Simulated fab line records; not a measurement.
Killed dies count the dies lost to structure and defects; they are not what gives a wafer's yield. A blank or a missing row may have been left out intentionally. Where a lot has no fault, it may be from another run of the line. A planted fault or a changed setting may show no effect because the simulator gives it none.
A struck lot beside a sound one ; flow nand-harc ; 26 steps out of a route of 1159
Sound: the wafers L466.1, L466.3, L466.6. The struck wafers were L474.1, L474.2, L474.5. At the end, the cause is stated.
Order at every step that has rows: each side's tool, ch and its chambers, its first start. Under that, the readings that differ: sound wafers ; struck wafers ; difference of the means ; sigmas: that difference in standard deviations of wafers without a fault.
alike: readings whose means differ by less than 2 such deviations, and words and numbers that are the same on both sides. not compared: withheld readings, readings that some wafer has no value for, bounds like >300 that may hide the same value, and numbers for which the record gives no deviation and whose values overlap.
A row with sigmas, a row that says differs or no value, or rows on one side alone: a step with any of these is where the two part. Numbers that don't overlap but have no deviation are shown without sigmas and don't part them. Lack of a reading on every wafer of one side parts them only where that side has two or more wafers.

first, 12 steps without rows for these wafers: NHARC_P_STI_ETCH_26 (etches SiO2 in dHF, target depth 11 nm); NHARC_P_STI_PRECLEAN_27 (cleans in SC1); NHARC_P_STI_SRD_28; NHARC_P_STI_OXIDE_29 (material SiO2, target thk 10 nm, ox time 1362 s); NHARC_P_STI_HM_DEP_30 (deposits Si3N4, target thk 80 nm, time 873 s); NHARC_P_STI_DEHYDRATE_01 (time 120 s); NHARC_P_STI_HMDS_02 (time 30 s); NHARC_P_STI_COAT_41 (time 65 s); NHARC_P_STI_COAT_03 (resist thk 600 nm); NHARC_P_STI_SOFTBAKE_04 (time 70 s); NHARC_P_STI_EBR_05; NHARC_P_STI_EXPOSE_06 (exposes mask P STI, target cd 200 nm).
NHARC_P_STI_PEB_07: peb time 80 s.
  sound on litho-track-05 ch 0, day 3 01:54; struck on litho-track-05 ch 0, day 5 04:54
reading;sound;struck;difference;sigmas
heater-power-total-W (W);190.2 189.5 189.2;193.4 192.5 193.8;+3.6;+5
plate-temp-C (C);128.05 127.76 127.98;130.24 129.91 130.30;+2.22;+18
then, 1 step without rows for these wafers: NHARC_P_STI_DEVELOP_08 (time 50 s).
NHARC_P_STI_CD_MEAS_09: target cd 200 nm.
  sound on cd-sem-03 ch 0, day 3 01:59; struck on cd-sem-02 ch 0, day 5 04:59
reading;sound;struck;difference;sigmas
cd-nm (nm);202.1 200.8 199.5;211.3 214.3 212.8;+12.0;+6
NHARC_P_STI_OVL_MEAS_10:
  sound: overlay-02 at day 3 02:04; struck: overlay-02 at day 5 05:05
  alike: overlay-x-nm, overlay-y-nm
NHARC_P_STI_INSPECT_11:
  sound: defect-inspect-01 at day 3 02:07; struck: defect-inspect-02 at day 5 05:07
reading;sound;struck;difference;sigmas
raw-defect-count;16 9 16;5 7 3;-9;-3
then, 1 step without rows for these wafers: NHARC_P_STI_HARDBAKE_13 (time 65 s).
NHARC_P_STI_DESCUM_14: chemistry O2, time 3 s.
  sound on rie-diel-13 ch 0,3, day 3 02:14; struck on rie-diel-05 ch 0,2,3, day 5 05:15
reading;sound;struck;difference;sigmas
model.P_STI.cd-nm (nm);201.3 200 198.8;210.5 214.4 211.3;+12.0;
  alike: drypump-motor-current-A, oes-product-au, rf-vpp-V, showerhead-plenum-p-Torr, throttle-valve-pct
  not compared: rf-hours-counter-h
NHARC_P_STI_ETCH_42: etches the open film in N2/H2, target depth 80 nm, overetch 24 nm, time 61 s.
  sound on rie-diel-13 ch 1,2,3, day 3 02:20; struck on rie-diel-05 ch 0,1,2, day 5 05:20
  alike: drypump-motor-current-A, oes-product-au, rf-vpp-V, showerhead-plenum-p-Torr, throttle-valve-pct
  not compared: rf-hours-counter-h
NHARC_P_STI_ETCH_31: etches the open film in CF4/CHF3, target depth 108.9 nm, time 54.5 s.
  sound on rie-diel-13 ch 0,2,3; struck on rie-diel-05 ch 0,2,3
  alike: drypump-motor-current-A, oes-product-au, rf-vpp-V, showerhead-plenum-p-Torr, throttle-valve-pct
  not compared: rf-hours-counter-h
NHARC_P_STI_ETCH_15: etches the open film in HBr/Cl2, target depth 300 nm, time 100.1 s.
  sound on rie-si-02 ch 0,3, day 3 02:31; struck on rie-si-02 ch 1,3, day 5 05:32
reading;sound;struck;difference;sigmas
hbr-flow-sccm (sccm);150.7 150.1 149.9;149.6 149.0 149.0;-1.0;-2
oes-product-au (a.u.);1.006 1.010 1.008;0.993 0.995 0.989;-0.016;-2
model.P_STI.cd-nm (nm);201.9 199.4 195.7;209 215.6 211.6;+13;
  alike: drypump-motor-current-A, mfc-cl2-sccm, throttle-valve-pct
  not compared: rf-hours-counter-h
NHARC_P_STI_CD_MEAS_16:
  sound: cd-sem-03 at day 3 02:40; struck: cd-sem-03 at day 5 05:41
reading;sound;struck;difference;sigmas
cd-nm (nm);202.0 199.3 196.2;209.0 215.7 211.5;+12.9;+5
NHARC_P_STI_OCD_MEAS_17:
  sound: ocd-02 at day 3 02:46; struck: ocd-02 at day 5 05:47
reading;sound;struck;difference;sigmas
trench-depth-nm (nm);303.6 305.6 305.7;296.7 297.5 298.7;-7.3;-3
trench-foot-cd-nm (nm);159.4 157.7 156.7;170.0 172.8 171.0;+13.3;+6
then, 1 step without rows for these wafers: NHARC_P_STI_STRIP_19 (strips in SPM, time 900 s).
-- jump in the record: it breaks off in module P_STI and resumes in module END (first step shown: number 1159 of the route), and 17 days separate the struck wafers' starts before and after --
NHARC_END_SORT_01:
  sound on prober-01 ch 0, day 20 07:37; struck on prober-01 ch 0, day 22 00:10
  alike: killed-at-array, killed-at-other, killed-at-periphery, killed-dies, killed-open, killed-short

== WHERE THEY PART ==
First at NHARC_P_STI_PEB_07; last, within this record, at NHARC_P_STI_OCD_MEAS_17. Later steps at which nothing parts them and some readings are alike: NHARC_END_SORT_01.

WHY: the cause the simulator had injected
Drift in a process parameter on litho-track-05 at NHARC_P_STI_PEB_07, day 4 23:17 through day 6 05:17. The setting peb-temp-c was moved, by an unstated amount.
